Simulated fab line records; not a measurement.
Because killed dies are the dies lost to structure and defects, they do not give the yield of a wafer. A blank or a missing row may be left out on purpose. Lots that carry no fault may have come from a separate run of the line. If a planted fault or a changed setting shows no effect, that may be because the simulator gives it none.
fab line records ; flow n5_finfet
record: lots: 10; wafers: 28; last_day: 17
route steps=1938 shown HKMG_FIN@449 BEOL_M4@1111 PASSIVATION@1936
lots that met no fault: taken from a fault-free run of the same line
start_h: hours from the record's opening day to when the first of the lot's shown wafers began ; wait_h: time in hours since the lot's previous step ; " identical to the entry in the row above ; L1.1+2: several wafers, shown together as one row ; - no value, or no start was given ; * or withheld: withheld ; < > ~ a bound
route shown NAME@n: names a module that has steps shown in the file, with the first one's number in the route ; usual: the fault-free wafers' mean and standard deviation ; same: alike in all rows ; chamber/n: place in a boat ; sites: the reading at each site ; _std_site: standard deviation of those values ; _edge_site: outer sites' mean less inner sites' ; radius_mm: for every site, how far away it sits from the centre of the wafer ; mask NAME#n: copy n ; behind: the most recent tool/chamber to have shaped the wafer ; hold: what put the lot on hold/how long, in hours/how the hold closed ; device: which transistor (n, p or np) failed to switch ; end of line: the same wafers' tests at the end of the route ; for a step that has no rows: nothing shown but its recipe ; killed: count of dies lost to structure and defects at first sort (not the wafer's yield) ; map: shows each die of a wafer: x if killed, . if not, _ if none is there
set.NAME: the setting the step ran with; set.NAME@STEP: the setting that earlier step ran with ; model.NAME: the simulator's own value behind a step, which no gauge read
a sample of lots followed through the steps of the route, with each step as a table and each wafer as a row
services: from which hour (start_h, from the record's first day; less than 0 if before it) a tool's chamber was out of use, for how many hours, and why
== steps ==
step: N5_HKMG_FIN_ALD_71
recipe: material: TiN; target_thk_a: 10; temp_c: 400; ald_precursor_family: TiCl4; ald_co_reactant: NH3; pulse_time_s: 1; purge_time_s: 3; co_reactant_purge_time_s: 2; co_reactant_pulse_time_s: 2; ald_cycles: 47; pressure_torr: 3
usual: ald_cycles: 47/0; heater_power_outer_w: 529/42; heater_power_w: 856/70; precursor_pulse_height_rel: 1.000/0.021
lot.wafer;tool;chamber;start_h;wait_h;ald_cycles;heater_power_outer_w;heater_power_w;precursor_pulse_height_rel
L406.1;ald_metal-04;3;89.27;0.0;47;601;878;1.005
L406.2;ald_metal-04;1;89.27;0.0;47;521;895;1.037
L406.4;ald_metal-04;0;89.27;0.0;47;573;886;0.998
L407.1;ald_metal-02;3;95.75;0.0;47;481;755;1.011
L407.2;ald_metal-02;0;95.75;0.0;47;458;724;0.976
L407.5;ald_metal-02;2;95.75;0.0;47;562;901;1.020
L408.2;ald_metal-04;0;105.58;0.0;47;551;880;0.982
L408.4;ald_metal-04;2;105.58;0.0;47;562;938;0.982
L408.6;ald_metal-04;3;105.58;0.0;47;587;911;0.990
L410.3;ald_metal-04;2;117.11;0.0;47;567;913;0.986
L410.5;ald_metal-04;3;117.11;0.0;47;597;915;0.989
L410.6;ald_metal-04;2;117.11;0.0;47;544;908;1.031
L411.2;ald_metal-02;2;122.76;0.0;47;562;903;0.995
L411.3;ald_metal-02;1;122.76;0.0;47;584;938;1.031
L411.4;ald_metal-02;0;122.76;0.0;47;452;709;0.978
L415.1;ald_metal-02;0;146.43;0.0;62;457;747;1.009
L415.3;ald_metal-02;3;146.43;0.0;47;495;744;1.006
L415.5;ald_metal-02;1;146.43;0.0;47;553;921;1.006
L417.1;ald_metal-02;0;157.32;0.0;62;442;748;1.013
L417.6;ald_metal-02;3;157.32;0.0;62;481;763;0.981
L419.1;ald_metal-02;3;169.57;0.0;62;502;755;1.031
L419.5;ald_metal-02;1;169.57;0.0;47;576;956;1.005
L425.3;ald_metal-03;0;204.24;0.0;47;535;906;0.981
L425.4;ald_metal-03;1;204.24;0.0;47;503;827;1.007
L425.6;ald_metal-03;1;204.24;0.0;47;513;849;0.987
L426.1;ald_metal-04;3;218.57;0.0;47;608;917;0.964
L426.4;ald_metal-04;0;218.57;0.0;47;558;884;0.994
L426.5;ald_metal-04;2;218.57;0.0;47;534;925;0.995
step: N5_HKMG_FIN_ETCH_67
recipe: chemistry: N2/H2; target: SOC; target_depth_a: 3889; stop_on: TiN; ion_energy_ev: 100; bias_w: 61; pressure_mtorr: 30; source_w: 850; n2_flow_sccm: 200; h2_flow_sccm: 200
usual: drypump_motor_current_A: 5.6/0.39; oes_product_au: 0.78/0.081; rf_vpp_V: 240.5/1.4; showerhead_plenum_p_Torr: 2.53/0.077; throttle_valve_pct: 17.84/0.25
lot.wafer;tool;chamber;start_h;wait_h;drypump_motor_current_A;oes_product_au;rf_hours_counter_h;rf_vpp_V;showerhead_plenum_p_Torr;throttle_valve_pct
L406.1;rie_diel-01;0;89.61;-;6.2;0.71;195;240.5;2.53;18.20
L406.2;rie_diel-01;1;89.61;-;5.6;0.71;193;241.3;2.52;17.88
L406.4;rie_diel-01;2;89.61;-;5.3;0.80;85;239.0;2.46;17.67
L407.1;rie_diel-05;2;96.09;-;5.7;0.90;35;240.1;2.48;17.89
L407.2;rie_diel-05;0;96.09;-;5.5;0.91;10;240.1;2.49;17.48
L407.5;rie_diel-05;2;96.09;-;5.7;0.89;-;239.5;2.48;17.90
L408.2;rie_diel-06;2;105.96;-;5.8;0.72;190;240.9;2.53;17.96
L408.4;rie_diel-06;0;105.96;-;4.8;0.87;40;242.0;2.69;17.79
L408.6;rie_diel-06;1;105.96;-;6.2;0.90;-;242.8;2.71;17.88
L410.3;rie_diel-01;3;117.45;-;5.3;0.82;76;239.2;2.47;17.48
L410.5;rie_diel-01;1;117.45;-;5.7;0.70;-;238.2;2.51;17.90
L410.6;rie_diel-01;0;117.45;-;6.2;0.71;-;240.9;2.53;18.22
L411.2;rie_diel-01;1;123.10;-;5.7;0.69;205;238.4;2.51;17.91
L411.3;rie_diel-01;2;123.10;-;5.3;0.79;97;237.3;2.46;17.70
L411.4;rie_diel-01;3;123.10;-;5.4;0.82;77;239.8;2.47;17.49
L415.1;rie_diel-01;0;146.77;-;6.2;0.70;215;240.9;2.53;18.23
L415.3;rie_diel-01;2;146.77;-;5.3;0.78;105;239.0;2.45;17.71
L415.5;rie_diel-01;3;146.77;-;5.4;0.81;-;240.1;2.46;17.51
L417.1;rie_diel-06;2;157.66;-;5.8;0.71;206;240.9;2.52;18.00
L417.6;rie_diel-06;3;157.66;-;5.7;0.68;-;242.7;2.61;18.18
L419.1;rie_diel-05;2;169.91;-;5.7;0.86;65;239.5;2.47;17.98
L419.5;rie_diel-05;3;169.91;-;5.0;0.88;-;243.1;2.70;17.50
L425.3;rie_diel-01;3;204.58;-;5.3;0.79;106;238.7;2.46;17.55
L425.4;rie_diel-01;2;204.58;-;5.3;0.76;125;240.6;2.45;17.74
L425.6;rie_diel-01;3;204.58;-;5.3;0.79;-;239.3;2.46;17.55
L426.1;rie_diel-06;1;219.08;-;6.2;0.84;54;242.8;2.70;17.93
L426.4;rie_diel-06;2;219.08;-;5.8;0.70;-;239.6;2.51;18.02
L426.5;rie_diel-06;0;219.08;-;4.8;0.83;-;239.6;2.68;17.85
step: N5_HKMG_FIN_ETCHBACK_68
recipe: chemistry: Cl2/Ar; stop_on: HfO2; target_depth_a: 5; pressure_mtorr: 10; icp_w: 600; bias_w: 60; Cl2_flow_sccm: 40; Ar_flow_sccm: 60
usual: drypump_motor_current_A: 5.9/0.31; he_backside_leak_sccm: 3.38/0.22; oes_product_au: 0.76/0.11; throttle_valve_pct: 20.70/0.11
lot.wafer;tool;chamber;start_h;wait_h;drypump_motor_current_A;he_backside_leak_sccm;oes_product_au;rf_hours_counter_h;throttle_valve_pct
L406.1;rie_metal-03;1;89.84;0.0;5.8;3.49;0.81;29;20.62
L406.2;rie_metal-03;0;89.84;0.0;6.1;3.40;0.66;93;20.67
L406.4;rie_metal-03;1;89.84;0.0;5.8;3.28;0.81;-;20.60
L407.1;rie_metal-03;0;96.31;0.0;6.1;3.28;0.66;94;20.65
L407.2;rie_metal-03;1;96.31;0.0;5.8;3.26;0.80;30;20.62
L407.5;rie_metal-03;1;96.31;0.0;5.8;3.21;0.80;-;20.61
L408.2;rie_metal-01;1;106.18;0.0;5.3;3.40;0.64;101;20.88
L408.4;rie_metal-01;0;106.18;0.0;5.6;3.52;0.92;-;20.70
L408.6;rie_metal-01;0;106.18;0.0;5.5;3.47;0.92;-;20.72
L410.3;rie_metal-01;0;117.71;0.1;5.6;3.26;0.92;-;20.70
L410.5;rie_metal-01;1;117.71;0.1;5.4;3.70;0.64;-;20.87
L410.6;rie_metal-01;0;117.71;0.1;5.6;3.10;0.91;-;20.71
L411.2;rie_metal-03;0;123.32;0.0;6.1;3.18;0.65;97;20.68
L411.3;rie_metal-03;0;123.32;0.0;6.1;3.14;0.65;-;20.67
L411.4;rie_metal-03;1;123.32;0.0;5.8;3.29;0.80;-;20.64
L415.1;rie_metal-03;1;146.99;0.0;5.8;3.47;0.78;36;20.65
L415.3;rie_metal-03;1;146.99;0.0;5.8;3.29;0.78;-;20.63
L415.5;rie_metal-03;1;146.99;0.0;5.8;3.13;0.78;-;20.63
L417.1;rie_metal-01;1;157.88;0.0;5.3;3.04;0.64;105;20.89
L417.6;rie_metal-01;0;157.88;0.0;5.6;3.42;0.89;-;20.71
L419.1;rie_metal-02;0;170.13;0.0;6.1;3.34;0.80;32;20.75
L419.5;rie_metal-02;0;170.13;0.0;6.2;3.36;0.80;-;20.74
L425.3;rie_metal-01;0;204.84;0.1;5.6;3.55;0.88;-;20.74
L425.4;rie_metal-01;1;204.84;0.1;5.4;3.60;0.64;-;20.91
L425.6;rie_metal-01;0;204.84;0.1;5.5;3.55;0.87;-;20.72
L426.1;rie_metal-03;0;219.30;0.0;6.1;3.26;0.64;105;20.69
L426.4;rie_metal-03;1;219.30;0.0;5.8;3.43;0.77;-;20.65
L426.5;rie_metal-03;1;219.30;0.0;5.8;3.18;0.72;-;20.72
step: N5_HKMG_FIN_ALD_72
recipe: material: W; target_thk_a: 20; temp_c: 300; pressure_torr: 7.5; ald_precursor_family: WF6; ald_co_reactant: B2H6; pulse_time_s: 1; purge_time_s: 2; co_reactant_purge_time_s: 2; co_reactant_pulse_time_s: 3; ald_cycles: 7
usual: ald_cycles: 7/0; heater_power_outer_w: 295/42; heater_power_w: 529/80; precursor_pulse_height_rel: 0.999/0.02
lot.wafer;tool;chamber;start_h;wait_h;ald_cycles;heater_power_outer_w;heater_power_w;precursor_pulse_height_rel
L406.1;cvd_w-02;0;90.73;0.2;7;225;411;1.032
L406.2;cvd_w-02;0;90.73;0.2;7;225;415;1.015
L406.4;cvd_w-02;0;90.73;0.2;7;227;404;0.988
L407.1;cvd_w-01;1;97.20;0.2;7;347;647;1.024
L407.2;cvd_w-01;0;97.20;0.2;7;310;546;0.992
L407.5;cvd_w-01;1;97.20;0.2;7;341;636;0.963
L408.2;cvd_w-02;0;107.06;0.2;7;232;417;0.981
L408.4;cvd_w-02;1;107.06;0.2;7;297;494;0.994
L408.6;cvd_w-02;1;107.06;0.2;7;301;512;1.004
L410.3;cvd_w-01;0;118.57;0.2;7;303;544;1.033
L410.5;cvd_w-01;0;118.57;0.2;7;303;534;1.021
L410.6;cvd_w-01;1;118.57;0.2;7;341;633;0.987
L411.2;cvd_w-01;1;124.20;0.2;7;338;631;0.995
L411.3;cvd_w-01;0;124.20;0.2;7;312;537;1.004
L411.4;cvd_w-01;1;124.20;0.2;7;335;637;0.947
L415.1;cvd_w-02;0;148.00;0.2;7;231;411;0.949
L415.3;cvd_w-02;1;148.00;0.2;7;292;496;0.995
L415.5;cvd_w-02;0;148.00;0.2;7;227;421;0.998
L417.1;cvd_w-02;1;158.77;0.2;7;300;511;1.007
L417.6;cvd_w-02;1;158.77;0.2;7;299;506;1.004
L419.1;cvd_w-02;1;171.02;0.2;7;303;506;0.982
L419.5;cvd_w-02;0;171.02;0.2;7;228;429;0.971
L425.3;cvd_w-02;1;205.70;0.2;7;302;507;1.015
L425.4;cvd_w-02;0;205.70;0.2;7;230;420;1.013
L425.6;cvd_w-02;1;205.70;0.2;7;303;513;1.011
L426.1;cvd_w-01;0;220.19;0.2;7;306;549;1.002
L426.4;cvd_w-01;0;220.19;0.2;7;310;555;1.018
L426.5;cvd_w-01;1;220.19;0.2;7;339;640;0.994
step: N5_BEOL_M4_RC_MEAS_101
usual: DIBL_N: 35.7/1.3; DIBL_P: 35.4/1.8; IOFF_N: 0.152/0.027; IOFF_P: 0.20/0.034; ION_N: 672/9.8; ION_P: 461/7.5; SS_N: 71.4/0.55; SS_P: 73.1/0.61; VT_N: 251/3.3; VT_P: -251/3.6
lot.wafer;tool;chamber;start_h;wait_h;DIBL_N[mV/V];DIBL_P[mV/V];IOFF_N[nA/um];IOFF_P[nA/um];ION_N[uA/um];ION_P[uA/um];SS_N[mV/dec];SS_P[mV/dec];VT_N[mV];VT_P[mV]
L406.1;prober-01;0;179.12;0.0;38.6;38.5;0.217;0.30;674;468;72.4;74.4;248;-244
L406.2;prober-01;0;179.12;0.0;34.7;32.9;0.139;0.21;671;463;71.0;72.9;251;-249
L406.4;prober-01;0;179.12;0.0;34.8;34.2;0.144;0.22;673;460;71.6;73.5;251;-248
L407.1;prober-02;0;181.19;0.0;34.3;36.0;0.149;0.18;676;457;70.9;72.8;252;-255
L407.2;prober-02;0;181.19;0.0;34.6;34.9;0.144;0.17;664;455;71.6;72.0;254;-253
L407.5;prober-02;0;181.19;0.0;33.5;35.0;0.146;0.17;670;459;70.7;73.0;251;-252
L408.2;prober-01;0;191.24;0.2;35.8;36.2;0.162;0.18;676;452;71.3;73.1;253;-258
L408.4;prober-01;0;191.24;0.2;36.4;37.6;0.186;0.19;688;469;71.3;73.7;246;-252
L408.6;prober-01;0;191.24;0.2;36.6;37.3;0.188;0.19;673;453;72.3;73.8;251;-253
L410.3;prober-02;0;200.58;0.3;35.7;36.7;0.162;0.23;680;468;71.3;72.6;247;-247
L410.5;prober-02;0;200.58;0.3;35.7;36.7;0.163;0.23;678;467;71.4;72.1;247;-248
L410.6;prober-02;0;200.58;0.3;35.1;36.3;0.152;0.22;678;467;71.0;73.0;249;-247
L411.2;prober-02;0;209.83;0.2;36.0;36.9;0.162;0.21;676;465;72.1;73.2;247;-251
L411.3;prober-02;0;209.83;0.2;35.9;36.5;0.157;0.20;682;459;71.7;72.6;248;-250
L411.4;prober-02;0;209.83;0.2;35.6;35.6;0.153;0.20;674;462;71.3;73.1;248;-250
L415.1;prober-02;0;236.93;0.0;37.6;35.4;0.195;0.22;683;466;71.1;72.9;243;-248
L415.3;prober-02;0;236.93;0.0;37.1;35.1;0.195;0.23;686;469;70.6;73.9;244;-245
L415.5;prober-02;0;236.93;0.0;36.1;34.5;0.168;0.21;684;468;70.3;73.2;244;-248
L417.1;prober-02;0;241.33;0.2;34.1;33.8;0.123;0.16;660;449;71.3;72.5;252;-254
L417.6;prober-02;0;241.33;0.2;36.3;36.0;0.156;0.19;666;451;71.7;73.2;251;-254
L419.1;prober-01;0;256.09;0.0;35.6;34.7;0.147;0.16;680;451;71.7;73.1;252;-255
L419.5;prober-01;0;256.09;0.0;35.8;35.1;0.145;0.18;665;456;71.5;73.2;253;-256
L425.3;prober-02;0;286.21;0.3;35.3;35.0;0.137;0.18;679;464;70.7;72.9;254;-252
L425.4;prober-02;0;286.21;0.3;37.8;38.1;0.182;0.22;689;468;71.5;73.6;249;-249
L425.6;prober-02;0;286.21;0.3;35.5;35.2;0.137;0.18;678;466;71.0;73.5;250;-253
L426.1;prober-01;0;308.16;0.0;34.3;34.6;0.123;0.18;663;458;71.2;72.0;253;-252
L426.4;prober-01;0;308.16;0.0;36.4;36.6;0.150;0.20;673;464;71.5;73.5;250;-250
L426.5;prober-01;0;308.16;0.0;35.3;35.2;0.124;0.17;667;456;71.2;72.7;253;-251
step: N5_PASSIVATION_PROBE_49
usual: defect_limited_yield: 91.5/1.3; killed_at_M0_to_M3: 33/11; killed_at_M4_up: 14/5.3; killed_at_contacts: 11/6.3; killed_at_front_end: 38/10; killed_at_other: 3.7/2.8; killed_dies: 101/16; killed_open: 67/12; killed_short: 32/7.4; sort_bin_5_function: 5.0/0.86; sort_bin_6_memory: 3.2/0.69; sort_n_pass: 1079/16; sort_yield_pct: 91.5/1.3
same: gross_dies: 1180; killed_at_back_side: 0; sort_bin_4_leakage[%]: 0; sort_bin_8_speed[%]: 0
lot.wafer;tool;chamber;start_h;wait_h;defect_limited_yield[%];killed_at_M0_to_M3;killed_at_M4_up;killed_at_contacts;killed_at_front_end;killed_at_other;killed_dies;killed_open;killed_short;sort_bin_5_function[%];sort_bin_6_memory[%];sort_n_pass;sort_yield_pct[%]
L408.2;prober-02;-;297.64;0.1;92.6;20;8;23;35;1;87;57;30;4.0;2.8;1093;92.6
L408.4;prober-02;-;297.74;0.2;88.7;43;15;10;65;0;133;77;54;7.1;3.6;1047;88.7
L408.6;prober-02;-;297.84;0.3;87.9;38;12;16;77;0;143;83;55;5.3;5.9;1037;87.9
L425.3;prober-02;-;390.14;0.1;90.4;58;19;14;20;2;113;77;32;5.6;3.6;1067;90.4
L425.4;prober-02;-;390.19;0.2;91.1;41;13;10;39;2;105;72;31;5.3;3.4;1075;91.1
L425.6;prober-02;-;390.29;0.3;89.0;57;20;17;30;6;130;91;37;7.7;3.2;1050;89.0
L426.1;prober-01;-;408.42;0.0;89.7;37;17;7;57;3;121;97;24;5.5;4.6;1059;89.7
L426.4;prober-01;-;408.57;0.2;91.6;29;13;9;44;4;99;66;31;5.0;3.2;1081;91.6
L426.5;prober-01;-;408.62;0.2;92.3;15;13;13;45;5;91;53;36;3.9;3.1;1089;92.3
killed by level:class
L408.2 MOL_CONTACT_COAG:geometric_particle:open=19 FIN_SAQP:geometric_particle:short=6 DUMMY_GATE:geometric_particle:open=6 BEOL_M1:geometric_particle:open=6 STI_FIN_REVEAL:geometric_particle:open=4 MOL_CONTACT_COAG:geometric_particle:short=4 BEOL_M0_SAQP:geometric_particle:open=4 BEOL_M0_SAQP:geometric_particle:short=3
L408.4 STI_FIN_REVEAL:geometric_particle:open=19 BEOL_M0_SAQP:geometric_particle:short=18 FIN_SAQP:geometric_particle:short=15 BEOL_M0_SAQP:geometric_particle:open=14 FIN_SAQP:geometric_particle:open=9 MOL_CONTACT_COAG:geometric_particle:open=8 STI_FIN_REVEAL:geometric_particle:short=5 DUMMY_GATE:geometric_particle:open=5
L408.6 FIN_SAQP:geometric_particle:short=17 FIN_SAQP:geometric_particle:open=17 BEOL_M0_SAQP:geometric_particle:short=17 STI_FIN_REVEAL:geometric_particle:open=15 MOL_CONTACT_COAG:geometric_particle:open=11 BEOL_M0_SAQP:geometric_particle:open=11 BEOL_M4:geometric_particle:open=7 STARTING-WAFER:geometric_particle:short=7
L425.3 BEOL_M0_SAQP:geometric_particle:open=19 BEOL_M0_SAQP:geometric_particle:short=16 MOL_CONTACT_COAG:geometric_particle:open=12 BEOL_M4:geometric_particle:open=9 BEOL_M2:geometric_particle:open=8 BEOL_M1:geometric_particle:open=6 FIN_SAQP:geometric_particle:open=4 FIN_SAQP:geometric_particle:short=3
L425.4 BEOL_M1:geometric_particle:open=11 BEOL_M0_SAQP:geometric_particle:open=9 MOL_CONTACT_COAG:geometric_particle:open=8 FIN_SAQP:geometric_particle:short=7 BEOL_M3:geometric_particle:open=7 BEOL_M0_SAQP:geometric_particle:short=6 BEOL_M4:geometric_particle:open=6 STI_FIN_REVEAL:geometric_particle:open=5
L425.6 BEOL_M3:geometric_particle:open=13 BEOL_M0_SAQP:geometric_particle:open=13 MOL_CONTACT_COAG:geometric_particle:open=12 BEOL_M0_SAQP:geometric_particle:short=12 BEOL_M4:geometric_particle:open=12 FIN_SAQP:geometric_particle:short=8 BEOL_M1:geometric_particle:open=7 BEOL_M2:geometric_particle:open=7
L426.1 FIN_SAQP:geometric_particle:open=31 BEOL_M1:geometric_particle:open=11 BEOL_M4:geometric_particle:open=10 FIN_SAQP:geometric_particle:short=9 BEOL_M3:geometric_particle:open=7 STI_FIN_REVEAL:geometric_particle:open=7 MOL_CONTACT_COAG:geometric_particle:open=7 BEOL_M2:geometric_particle:open=7
L426.4 FIN_SAQP:geometric_particle:open=12 BEOL_M0_SAQP:geometric_particle:open=8 STI_FIN_REVEAL:geometric_particle:open=7 BEOL_M0_SAQP:geometric_particle:short=6 MOL_CONTACT_COAG:geometric_particle:open=5 BEOL_M2:geometric_particle:open=5 DUMMY_GATE:geometric_particle:open=4 STARTING-WAFER:geometric_particle:open=4
L426.5 DUMMY_GATE:geometric_particle:open=10 MOL_CONTACT_COAG:geometric_particle:open=7 BEOL_M2:geometric_particle:open=7 BEOL_M4:geometric_particle:short=6 MOL_CONTACT_COAG:geometric_particle:short=6 FIN_SAQP:geometric_particle:open=5 GATE_CUT:geometric_particle:short=5 STI_FIN_REVEAL:geometric_particle:open=4
== services ==
tool;chamber;start_h;hours;kind
rie_diel-05;3;77.97;4.6;repair
rie_diel-05;3;82.67;-;clean
rie_diel-05;3;82.67;-;consumable_replace:focus_ring
rie_diel-05;3;82.67;-;consumable_replace:showerhead
rie_diel-05;3;82.67;23.6;scheduled_down
rie_diel-05;3;82.67;23.6;vent_cycle
cvd_w-02;1;84.56;9.8;repair
ald_metal-03;-;93.43;5.8;repair
rie_diel-05;1;106.24;-;clean
rie_diel-05;1;106.24;-;consumable_replace:focus_ring
rie_diel-05;1;106.24;21.1;scheduled_down
rie_metal-01;-;114.66;2.8;pm
rie_metal-03;0;129.62;17.6;repair
rie_metal-01;-;146.51;1.7;repair
rie_diel-06;0;149.96;9.6;repair
cvd_w-01;-;165.86;2.4;repair
rie_diel-06;-;186.01;2.8;pm
ald_metal-03;3;188.01;4.7;repair
rie_diel-06;2;193.07;5.0;repair
ald_metal-02;-;211.10;0.3;repair
rie_diel-06;3;217.63;-;clean
rie_diel-06;3;217.63;-;consumable_replace:focus_ring
rie_diel-06;3;217.63;24.0;scheduled_down
rie_diel-06;3;217.63;24.0;vent_cycle
== key ==
first_sign: step: N5_HKMG_FIN_ALD_71; reading: ald_cycles; direction: up; sigmas: 99+; usual: *; struck: *
effect none on later readings
met_at N5_HKMG_FIN_ALD_71
struck_lots L415,L417,L419
struck_wafers L415.1,L417.1,L417.6,L419.1
not_acting_at N5_HKMG_FIN_ETCH_67,N5_HKMG_FIN_ETCHBACK_68,N5_HKMG_FIN_ALD_72
onset_between 122.76 146.43
fault: kind: process_parameter_drift; tool: ald_metal-02; chamber: -; onset_h: 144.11; steps: N5_HKMG_FIN_ALD_71; channel: ald_cycles; offset: *; shape: step; end_h: 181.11; scope: struck_wafers_only; acts_in: *; stated: *
